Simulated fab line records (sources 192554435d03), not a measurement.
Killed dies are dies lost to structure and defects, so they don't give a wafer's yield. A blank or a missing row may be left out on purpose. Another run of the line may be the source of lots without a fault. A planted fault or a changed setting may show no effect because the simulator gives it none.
fab line records	flow n5_finfet
[record] lots = 11	wafers = 31	last_day = 18
route steps=1938 shown MOL_CONTACT_COAG@550 BEOL_M15@1811 MIM_TOP_LITHO@1850 PASSIVATION@1936
lots with no fault: from the same line, run without faults
start_h: the number of hours between the record's first day and the start of the first shown wafer of the lot	wait_h: hours elapsed since this lot's preceding step	" unchanged from the row above	L1.1+2: one row covering several wafers at once	- value missing, or start not given	* or withheld: withheld	< > ~ a bound
route shown NAME@n: NAME is a module with steps in the file, n the number in the route of the first one	usual: average and standard deviation across the fault-free wafers	same: alike in all rows	chamber/n: place in a boat	sites: each site's reading	_std_site: standard deviation of those values	_edge_site: the outer-site mean with the inner-site mean subtracted	radius_mm: for every site, how far away it sits from the centre of the wafer	mask NAME#n: copy n	behind: the last tool/chamber to shape the wafer	hold: why the lot was held/for how many hours/how that ended	device: whichever transistor did not switch (one of n, p or np)	end of line: the tests these same wafers got at the end of their route	a step given without rows: its recipe and nothing more	killed: dies that structure and defects cost at the first sort, which is not the same as the wafer's yield	map: dies across one wafer; x = killed, . = not, _ = none there
set.NAME: the setting the step ran with; set.NAME@STEP: the setting that earlier step ran with	model.NAME: the simulator's own value behind a step, which no gauge read
route steps across a sampled set of lots; one table per step, one row per wafer
services: a tool's chamber out of use, with start hour (start_h, from the record's first day; less than 0 if before it), hours out, and reason
[[steps]]
[step N5_MOL_CONTACT_COAG_PRE_CLEAN_142]
[recipe] gas = H2/He	time_s = 60	temp_c = 300
[usual] heater_power_w = 443/30
[same] time_s = 60
lot.wafer	tool	chamber	start_h	wait_h	heater_power_w
L218.2	pvd_sputter-01	-	96.22	0.6	465
L218.3	"	-	"	"	476
L218.5	"	-	"	"	426
L221.2	pvd_sputter-01	-	114.28	0.6	478
L221.3	"	-	"	"	427
L221.6	"	-	"	"	476
L222.2	pvd_sputter-01	-	125.55	1.0	426
L222.3	"	-	"	"	477
L222.4	"	-	"	"	467
L229.1	pvd_sputter-01	-	167.98	1.7	420
L229.4	"	-	"	"	478
L229.6	"	-	"	"	431
L230.1	pvd_sputter-02	-	174.98	1.7	429
L230.2	"	-	"	"	389
L230.3	"	-	"	"	489
L232.4	pvd_sputter-02	-	183.12	2.4	426
L232.5	"	-	"	"	408
L232.6	"	-	"	"	435
L235.1	pvd_sputter-03	-	205.37	3.8	472
L235.4	"	-	"	"	469
L235.5	"	-	"	"	466
L236.4	pvd_sputter-01	-	209.59	1.5	418
L236.6	"	-	"	"	407
L237.2	pvd_sputter-03	-	214.64	0.8	468
L237.3	"	-	"	"	446
L237.6	"	-	"	"	483
L240.2	pvd_sputter-03	-	235.54	2.0	407
L240.3	"	-	"	"	476
L240.5	"	-	"	"	466
L239.4	pvd_sputter-01	-	235.71	1.7	464
L239.6	"	-	"	"	429
[step N5_BEOL_M15_STRIP_36]
[recipe] chemistry = O2	power_w = 600	temp_c = 60	pressure_mtorr = 30	rf_frequency_hz = 6e+07	bias_power_w = 0	overash_fraction = 0.3	o2_flow_sccm = 225
[usual] chamber_pressure_mTorr = 30.00/0.054	drypump_motor_current_A = 5.7/0.43	oes_product_au = 0.80/0.08	rf_vpp_V = 3.6/0.91	showerhead_plenum_p_Torr = 2.06/0.081	throttle_valve_pct = 16.70/0.24
lot.wafer	tool	chamber	start_h	wait_h	chamber_pressure_mTorr	drypump_motor_current_A	oes_product_au	rf_hours_counter_h	rf_vpp_V	showerhead_plenum_p_Torr	throttle_valve_pct
L218.2	rie_diel-02	1	273.54	1.6	29.98	5.2	0.87	52	2.6	2.05	16.34
L218.3	"	0	"	"	29.92	5.0	0.76	176	3.0	1.92	16.85
L218.5	"	0	"	"	30.01	5.0	0.76	-	3.7	1.92	16.84
L221.2	rie_diel-02	2	299.41	0.0	29.94	5.8	0.99	5	3.9	2.05	16.20
L221.3	"	3	"	"	29.88	5.4	0.69	198	3.8	2.09	16.82
L221.6	"	1	"	"	29.93	5.2	0.85	-	2.7	2.04	16.34
L222.2	rie_diel-02	2	301.70	2.0	29.97	5.7	0.98	6	3.4	2.05	16.20
L222.3	"	1	"	"	30.07	5.2	0.86	62	3.3	2.04	16.33
L222.4	"	0	"	"	29.99	5.0	0.76	186	1.6	1.92	16.85
L229.1	rie_diel-04	0	344.65	1.7	30.06	6.3	0.74	164	4.4	1.93	16.86
L229.4	"	2	"	"	30.09	5.5	0.88	45	4.2	2.16	16.71
L229.6	"	0	"	"	29.98	6.4	0.74	-	5.4	1.93	16.84
L232.4	rie_diel-02	3	348.14	1.1	29.97	5.5	0.68	213	3.8	2.08	16.87
L232.5	"	1	"	"	30.03	5.2	0.82	-	2.8	2.04	16.39
L232.6	"	2	"	"	30.01	5.7	0.93	-	5.0	2.04	16.25
L230.1	rie_diel-03	1	357.08	3.8	29.93	5.8	0.86	54	3.3	2.13	16.55
L230.2	"	2	"	"	30.15	5.7	0.78	109	3.7	2.11	16.73
L230.3	"	0	"	"	29.83	5.4	0.68	237	5.2	2.09	17.28
L235.1	rie_diel-04	1	367.64	0.1	30.04	6.2	0.74	156	3.7	2.07	16.56
L235.4	"	3	"	"	30.04	6.0	0.86	64	4.9	2.04	16.63
L235.5	"	0	"	"	30.13	6.3	0.71	-	2.4	1.92	16.86
L236.4	rie_diel-02	3	369.91	0.8	30.04	5.4	0.68	219	3.3	2.08	16.87
L236.6	"	0	"	"	29.92	5.0	0.75	-	4.1	1.91	16.91
L237.2	rie_diel-03	0	388.06	0.6	29.97	5.4	0.66	247	4.6	2.08	17.28
L237.3	"	3	"	"	30.01	6.3	0.75	164	5.2	2.18	16.82
L237.6	"	2	"	"	30.10	5.7	0.79	-	4.2	2.10	16.74
L240.2	rie_diel-04	1	401.40	2.9	29.97	6.2	0.73	166	3.8	2.07	16.61
L240.3	"	2	"	"	29.90	5.5	0.85	61	3.4	2.15	16.71
L240.5	"	1	"	"	30.04	6.2	0.73	-	1.4	2.07	16.57
L239.4	rie_diel-02	1	405.37	0.0	30.05	5.2	0.79	94	4.5	2.03	16.45
L239.6	"	1	"	"	30.00	5.2	0.81	-	4.4	2.03	16.45
[step N5_BEOL_M15_STRIP_62]
[recipe] chemistry = O2	power_w = 600	temp_c = 60	pressure_mtorr = 30	rf_frequency_hz = 6e+07	bias_power_w = 0	overash_fraction = 0.3	o2_flow_sccm = 225
[usual] chamber_pressure_mTorr = 30.002/0.029	drypump_motor_current_A = 5.7/0.44	oes_product_au = 0.80/0.079	rf_vpp_V = 3.6/0.48	showerhead_plenum_p_Torr = 2.06/0.08	throttle_valve_pct = 16.70/0.24
lot.wafer	tool	chamber	start_h	wait_h	chamber_pressure_mTorr	drypump_motor_current_A	oes_product_au	rf_hours_counter_h	rf_vpp_V	showerhead_plenum_p_Torr	throttle_valve_pct
L218.2	rie_diel-02	1	-	-	29.998	5.2	0.86	52	3.3	2.05	16.35
L218.3	"	0	"	"	30.009	5.0	0.76	176	3.9	1.92	16.86
L218.5	"	0	"	"	30.021	5.0	0.76	-	3.2	1.92	16.86
L221.2	rie_diel-02	2	-	-	29.965	5.8	0.99	5	3.5	2.04	16.20
L221.3	"	3	"	"	29.978	5.5	0.71	198	3.2	2.09	16.83
L221.6	"	1	"	"	29.992	5.2	0.85	-	4.1	2.04	16.36
L222.2	rie_diel-02	2	-	-	30.007	5.7	0.98	6	3.4	2.04	16.20
L222.3	"	1	"	"	30.012	5.2	0.85	62	3.5	2.04	16.35
L222.4	"	0	"	"	29.991	5.0	0.75	186	4.2	1.92	16.86
L229.1	rie_diel-04	0	-	-	29.977	6.4	0.73	164	3.6	1.93	16.82
L229.4	"	2	"	"	29.990	5.5	0.88	45	3.0	2.16	16.69
L229.6	"	0	"	"	29.966	6.3	0.74	-	3.5	1.93	16.84
L232.4	rie_diel-02	3	-	-	30.029	5.4	0.70	213	3.8	2.08	16.85
L232.5	"	1	"	"	29.969	5.2	0.83	-	3.2	2.04	16.38
L232.6	"	2	"	"	30.012	5.7	0.94	-	3.9	2.04	16.24
L230.1	rie_diel-03	1	-	-	30.025	5.8	0.85	54	3.9	2.13	16.55
L230.2	"	2	"	"	29.968	5.7	0.78	109	3.3	2.11	16.74
L230.3	"	0	"	"	29.999	5.4	0.68	237	3.7	2.09	17.27
L235.1	rie_diel-04	1	-	-	30.059	6.2	0.74	156	3.6	2.07	16.58
L235.4	"	3	"	"	29.976	6.0	0.86	64	3.3	2.04	16.62
L235.5	"	0	"	"	30.016	6.4	0.72	-	3.1	1.92	16.84
L236.4	rie_diel-02	3	-	-	29.982	5.4	0.68	219	3.9	2.08	16.87
L236.6	"	0	"	"	30.047	5.0	0.74	-	4.3	1.91	16.89
L237.2	rie_diel-03	0	-	-	30.013	5.4	0.67	247	3.6	2.09	17.28
L237.3	"	3	"	"	30.002	6.3	0.75	164	4.3	2.18	16.82
L237.6	"	2	"	"	30.040	5.7	0.78	-	4.0	2.10	16.74
L240.2	rie_diel-04	1	-	-	30.023	6.2	0.73	166	4.1	2.07	16.60
L240.3	"	2	"	"	30.017	5.5	0.85	61	3.4	2.15	16.73
L240.5	"	1	"	"	29.973	6.2	0.74	-	3.2	2.07	16.61
L239.4	rie_diel-02	1	-	-	29.988	5.2	0.80	94	4.5	2.03	16.41
L239.6	"	1	"	"	30.036	5.2	0.80	-	4.2	2.03	16.43
[step N5_MIM_TOP_LITHO_DESCUM_10]
[recipe] chemistry = O2	time_s = 7.9	source_power_w = 50	bias_power_w = 20	pressure_mtorr = 20	rf_frequency_hz = 2.712e+07	temp_c = 40	o2_flow_sccm = 225
[usual] chamber_pressure_mTorr = 19.998/0.018	drypump_motor_current_A = 5.6/0.41	oes_product_au = 0.82/0.065	rf_fwd_power_W = 49.66/0.18	rf_vpp_V = 243.4/1.4	showerhead_plenum_p_Torr = 2.11/0.065	throttle_valve_pct = 20.46/0.19
[same] time_s = 7.9
lot.wafer	tool	chamber	start_h	wait_h	chamber_pressure_mTorr	drypump_motor_current_A	oes_product_au	rf_fwd_power_W	rf_hours_counter_h	rf_vpp_V	showerhead_plenum_p_Torr	throttle_valve_pct
L218.2	rie_diel-05	3	280.21	0.0	19.974	6.3	0.89	49.89	22	243.2	2.12	20.23
L218.3	"	2	"	"	19.988	5.8	0.82	49.86	80	241.0	2.04	20.66
L218.5	"	1	"	"	19.966	5.9	0.86	49.85	-	241.1	2.02	20.50
L221.2	rie_diel-06	3	303.76	0.1	19.999	5.1	0.87	49.71	36	243.8	2.15	20.50
L221.3	"	3	"	"	19.970	5.1	0.87	49.65	-	244.3	2.15	20.51
L221.6	"	2	"	"	20.005	5.2	0.80	49.91	-	244.4	2.20	20.34
L222.2	rie_diel-05	2	307.12	0.0	20.008	5.7	0.81	49.56	90	242.4	2.03	20.67
L222.3	"	3	"	"	20.002	6.3	0.87	49.93	31	243.9	2.12	20.25
L222.4	"	1	"	"	19.954	5.9	0.85	49.68	80	242.1	2.02	20.52
L229.1	rie_diel-06	1	354.83	0.1	19.987	6.2	0.92	49.76	15	243.7	2.22	20.12
L229.4	"	2	"	"	20.005	5.3	0.78	49.52	117	244.6	2.19	20.36
L229.6	"	3	"	"	19.990	5.1	0.84	49.42	-	244.4	2.14	20.54
L232.4	rie_diel-05	1	357.06	0.2	20.012	5.8	0.82	49.62	-	243.0	2.01	20.56
L232.5	"	2	"	"	19.992	5.8	0.80	49.72	-	241.0	2.03	20.71
L232.6	"	3	"	"	20.003	6.2	0.84	49.73	-	244.1	2.11	20.27
L230.1	rie_diel-06	0	363.78	0.1	19.975	5.3	0.70	49.54	225	242.0	2.07	20.75
L230.2	"	2	"	"	20.023	5.3	0.80	49.64	120	243.5	2.19	20.38
L230.3	"	1	"	"	20.002	6.2	0.92	49.84	19	245.4	2.21	20.13
L235.1	rie_diel-06	2	374.47	0.2	19.992	5.3	0.78	49.77	125	244.9	2.19	20.38
L235.4	"	3	"	"	19.985	5.1	0.84	49.72	61	244.4	2.14	20.55
L235.5	"	1	"	"	19.984	6.1	0.92	49.92	-	245.7	2.21	20.13
L236.4	rie_diel-06	1	375.69	0.0	19.988	6.1	0.91	49.59	23	243.8	2.21	20.12
L236.6	"	2	"	"	20.020	5.3	0.77	49.74	-	244.3	2.19	20.36
L237.2	rie_diel-06	0	394.98	0.0	20.001	5.4	0.69	49.76	235	242.1	2.06	20.74
L237.3	"	1	"	"	19.981	6.1	0.91	49.76	30	245.8	2.21	20.13
L237.6	"	0	"	"	19.995	5.3	0.69	49.62	-	243.8	2.06	20.75
L240.2	rie_diel-05	3	407.09	0.2	20.024	6.3	0.81	49.83	69	245.9	2.11	20.31
L240.3	"	0	"	"	20.024	5.7	0.73	49.77	165	242.6	2.09	20.22
L240.5	"	2	"	"	19.975	5.8	0.78	49.63	-	242.1	2.02	20.75
L239.4	rie_diel-01	1	411.66	0.0	19.976	6.1	0.75	49.83	166	242.1	2.09	20.59
L239.6	"	0	"	"	19.986	5.4	0.76	49.65	-	244.1	2.12	20.55
[step N5_PASSIVATION_PROBE_49]
[usual] killed_at_M0_to_M3 = 31/11	killed_at_M4_up = 14/5.1	killed_at_contacts = 12/5.6	killed_at_front_end = 42/12	killed_at_other = 3.8/2.9	killed_dies = 103/18	killed_on_rim = 14/4.5	killed_open = 67/14	killed_short = 33/8
[same] gross_dies = 1180	killed_at_back_side = 0
lot.wafer	tool	chamber	start_h	wait_h	killed_at_M0_to_M3	killed_at_M4_up	killed_at_contacts	killed_at_front_end	killed_at_other	killed_dies	killed_on_rim	killed_open	killed_short
L222.2	prober-02	-	315.87	0.1	17	27	25	33	0	102	15	62	40
L222.3	prober-02	-	315.92	0.1	19	15	10	32	0	76	5	59	17
L222.4	prober-02	-	315.97	0.2	18	18	16	57	3	112	16	81	25
L232.4	prober-01	-	368.49	0.2	34	11	77	42	11	175	37	64	40
L232.5	prober-01	-	368.54	0.2	19	16	99	39	2	175	25	73	18
L232.6	prober-01	-	368.59	0.3	31	17	74	32	7	161	27	65	29
L230.1	prober-02	-	374.03	0.0	32	9	79	64	8	192	29	79	45
L230.2	prober-02	-	374.08	0.1	22	10	99	71	4	206	28	76	45
L230.3	prober-02	-	374.13	0.1	24	5	113	64	8	214	22	80	25
L236.4	prober-02	-	386.04	0.2	16	14	5	38	8	81	9	55	26
L236.6	prober-02	-	386.14	0.3	12	21	9	26	4	72	13	47	19
// killed by level:class
L222.2 MOL_CONTACT_COAG:geometric_particle:open=21 BEOL_M4:geometric_particle:short=14 STI_FIN_REVEAL:geometric_particle:open=10 GATE_CUT:geometric_particle:short=5 BEOL_M0_SAQP:geometric_particle:short=5 BEOL_M4:geometric_particle:open=5 ILD0:geometric_particle:open=4 ILD0:geometric_particle:short=4
L222.3 MOL_CONTACT_COAG:geometric_particle:open=10 FIN_SAQP:geometric_particle:open=8 BEOL_M0_SAQP:geometric_particle:open=7 BEOL_M4:geometric_particle:open=6 STI_FIN_REVEAL:geometric_particle:open=5 DUMMY_GATE:geometric_particle:open=5 FIN_SAQP:geometric_particle:short=3 GATE_CUT:geometric_particle:short=3
L222.4 STI_FIN_REVEAL:geometric_particle:open=15 MOL_CONTACT_COAG:geometric_particle:open=15 FIN_SAQP:geometric_particle:open=12 BEOL_M3:geometric_particle:open=7 BEOL_M4:geometric_particle:open=7 DUMMY_GATE:geometric_particle:open=6 FIN_SAQP:geometric_particle:short=5 STARTING-WAFER:geometric_particle:short=5
L232.4 MOL_CONTACT_COAG:unspecified=71 STI_FIN_REVEAL:geometric_particle:open=16 BEOL_M0_SAQP:geometric_particle:short=12 BEOL_M2:geometric_particle:open=8 FIN_SAQP:geometric_particle:open=6 BEOL_M0_SAQP:geometric_particle:open=6 BEOL_M1:geometric_particle:open=6 FIN_SAQP:geometric_particle:short=5
L232.5 MOL_CONTACT_COAG:unspecified=84 STI_FIN_REVEAL:geometric_particle:open=16 MOL_CONTACT_COAG:geometric_particle:open=14 FIN_SAQP:geometric_particle:open=9 BEOL_M4:geometric_particle:open=9 BEOL_M0_SAQP:geometric_particle:open=5 BEOL_M5:geometric_particle:open=5 BEOL_M1:geometric_particle:open=4
L232.6 MOL_CONTACT_COAG:unspecified=67 BEOL_M1:geometric_particle:open=12 FIN_SAQP:geometric_particle:open=10 STI_FIN_REVEAL:geometric_particle:open=9 BEOL_M4:geometric_particle:open=9 BEOL_M0_SAQP:geometric_particle:short=5 BEOL_M0_SAQP:geometric_particle:open=5 BEOL_M1:geometric_particle:short=5
L230.1 MOL_CONTACT_COAG:unspecified=68 FIN_SAQP:geometric_particle:open=16 STI_FIN_REVEAL:geometric_particle:open=15 FIN_SAQP:geometric_particle:short=10 MOL_CONTACT_COAG:geometric_particle:open=8 BEOL_M1:geometric_particle:open=7 BEOL_M0_SAQP:geometric_particle:short=6 BEOL_M0_SAQP:geometric_particle:open=6
L230.2 MOL_CONTACT_COAG:unspecified=83 FIN_SAQP:geometric_particle:open=28 FIN_SAQP:geometric_particle:short=13 STI_FIN_REVEAL:geometric_particle:open=9 MOL_CONTACT_COAG:geometric_particle:open=8 MOL_CONTACT_COAG:geometric_particle:short=8 STARTING-WAFER:geometric_particle:short=6 DUMMY_GATE:geometric_particle:open=5
L230.3 MOL_CONTACT_COAG:unspecified=107 STI_FIN_REVEAL:geometric_particle:open=28 FIN_SAQP:geometric_particle:open=16 BEOL_M1:geometric_particle:open=7 FIN_SAQP:geometric_particle:short=6 MOL_CONTACT_COAG:geometric_particle:open=6 BEOL_M0_SAQP:geometric_particle:open=5 BEOL_M0_SAQP:geometric_particle:short=4
L236.4 STI_FIN_REVEAL:geometric_particle:open=13 FIN_SAQP:geometric_particle:short=9 BEOL_M0_SAQP:geometric_particle:open=7 MOL_CONTACT_COAG:geometric_particle:open=5 FIN_SAQP:geometric_particle:open=4 DUMMY_GATE:geometric_particle:open=4 BEOL_M0:geometric_particle:open=4 BEOL_M4:geometric_particle:open=4
L236.6 BEOL_M4:geometric_particle:open=14 MOL_CONTACT_COAG:geometric_particle:open=7 HKMG_FIN:area_etch=6 STI_FIN_REVEAL:geometric_particle:open=3 STARTING-WAFER:geometric_particle:open=3 BEOL_M0_SAQP:geometric_particle:open=3 BEOL_M0:geometric_particle:open=3 BEOL_M3:geometric_particle:short=3
[[services]]
tool	chamber	start_h	hours	kind
rie_diel-02	1	73.75	-	clean
rie_diel-02	1	73.75	-	consumable_replace:focus_ring
rie_diel-02	1	73.75	19.5	scheduled_down
rie_diel-02	1	73.75	19.5	vent_cycle
rie_diel-05	1	89.71	3.3	repair
rie_diel-06	3	100.54	10.5	repair
rie_diel-02	-	102.59	2.8	pm
rie_diel-06	-	125.58	28.1	pm
rie_diel-01	2	128.72	2.3	repair
pvd_sputter-02	-	140.26	0.6	repair
rie_diel-03	1	144.94	3.3	repair
rie_diel-02	-	197.02	0.7	repair
rie_diel-02	1	204.40	10.7	repair
rie_diel-06	3	225.92	16.6	repair
rie_diel-03	0	239.43	7.2	repair
rie_diel-02	0	259.82	6.2	repair
rie_diel-01	3	263.49	2.6	repair
rie_diel-04	2	277.56	5.6	repair
rie_diel-05	-	290.15	2.6	repair
rie_diel-06	0	300.58	5.8	repair
rie_diel-03	3	325.77	3.3	repair
rie_diel-06	-	348.84	2.8	pm
rie_diel-05	0	350.53	25.4	repair
rie_diel-05	0	403.52	2.4	repair
[[key]]
[first_sign] step = N5_PASSIVATION_PROBE_49	reading = killed_at_contacts	direction = up	sigmas = 14	usual = 12	struck = 90
[effect] step = N5_PASSIVATION_PROBE_49	reading = killed_dies	direction = up	sigmas = 4.6	usual = 103	struck = 187
[more_kills_born_at] N5_MOL_CONTACT_COAG_PRE_CLEAN_142@pvd_sputter-02 = 480
met_at N5_MOL_CONTACT_COAG_PRE_CLEAN_142
struck_lots L230,L232
tester_left_out L230,L232
not_acting_at N5_BEOL_M15_STRIP_36,N5_BEOL_M15_STRIP_62,N5_MIM_TOP_LITHO_DESCUM_10
[fault] kind = chamber_particle_source	tool = pvd_sputter-02	chamber = -	onset_h = 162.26	steps = N5_MOL_CONTACT_COAG_PRE_CLEAN_142	rate_per_visit_cm2 = 0.5551	end_h = 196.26
// tester_left_out: of these lots the tester's yield and bins aren't shown, on N5 and GAA mostly nor the transistor test; their killed dies are dies lost to structure and defects alone, not to doping, threshold or leakage, so they don't give the yield
